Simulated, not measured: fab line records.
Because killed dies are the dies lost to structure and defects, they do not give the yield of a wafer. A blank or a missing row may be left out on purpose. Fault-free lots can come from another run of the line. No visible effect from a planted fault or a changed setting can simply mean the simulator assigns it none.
A lot that was struck, set against a sound lot | flow nand harc | 13 out of 1159 route steps
Sound: wafers L145.2, L145.5, L145.6. Struck: wafer L157.5 (L157.1, L157.6, from the same lot, were not struck and are left out); the cause is given at the end.
Order at every step that has rows: each side's tool, ch and its chambers, its first start. Under that, the readings that differ: sound wafers | struck wafers | difference of the means | sigmas: that difference in standard deviations of wafers without a fault.
alike: a reading whose means differ by less than 2 such deviations, as well as words and numbers matching on both sides. not compared: withheld readings; readings where some wafer has no value; bounds like >300 that might hide an equal value; numbers whose values overlap and for which the record gives no deviation.
A row with sigmas, a row that says differs or no value, or rows on one side alone: a step with any of these is where the two part. Numbers that have no deviation but don't overlap get no sigmas and don't part them. Lack of a reading on every wafer of one side parts them only where that side has two or more wafers.

NHARC_A_M0_CMP_23: polishes, t overpolish 20 s, target thk 113.75 nm.
  sound on cmp-03 ch 1,2,3, day 18 00:10; struck on cmp-04 ch 1, day 21 00:11
  alike: motor current A, retaining ring pressure frac, slurry flow ml min, time to endpoint s
NHARC_A_M0_THK_MEAS_24: measures by xrf.
  sound on film metro-02, day 18 00:24; struck on film metro-02, day 21 00:27
  reading     | sound             | struck | difference | sigmas
  thk nm (nm) | 112.1 113.9 113.9 | 108.8  | -4.5       | -3
next, for these wafers, 1 step has no rows: NHARC_A_M0_SRD_25.
NHARC_A_M0_INSPECT_27:
  sound on defect inspect-02, day 18 00:34; struck on defect inspect-02, day 21 00:37
  alike: raw defect count
NHARC_A_M0_PRE_CLEAN_31: time 12 s.
  sound on pecvd-03 ch 0,2, day 18 00:39; struck on pecvd-04 ch 0, day 21 00:44
  alike: heater power w
NHARC_A_M0_DEP_32: deposits SiCN, target thk 30 nm.
  sound on pecvd-03 ch 0,2, day 18 00:47; struck on pecvd-04 ch 0, day 21 00:49
  alike: heater power w
then, 5 steps without rows for these wafers: NHARC_A_M1_DEP_00 (deposits SiOC, target thk 182.5 nm); NHARC_A_M1_DEHYDRATE_01 (time 120 s); NHARC_A_M1_HMDS_02 (time 30 s); NHARC_A_M1_COAT_34 (time 65 s); NHARC_A_M1_COAT_03 (resist thk 90 nm).
NHARC_A_M1_SOFTBAKE_04: time 55 s.
  sound on litho track-04 ch 0, day 18 01:00; struck on litho track-04 ch 0, day 21 01:00
  reading                  | sound                | struck | difference | sigmas
  heater power total W (W) | 188.33 188.35 188.40 | 199.58 | +11.22     | +80
next, for these wafers, 1 step has no rows: NHARC_A_M1_EBR_05.

## WHERE THEY PART
First at NHARC_A_M0_THK_MEAS_24; last, within this record, at NHARC_A_M1_SOFTBAKE_04.

WHY: the cause the simulator had injected
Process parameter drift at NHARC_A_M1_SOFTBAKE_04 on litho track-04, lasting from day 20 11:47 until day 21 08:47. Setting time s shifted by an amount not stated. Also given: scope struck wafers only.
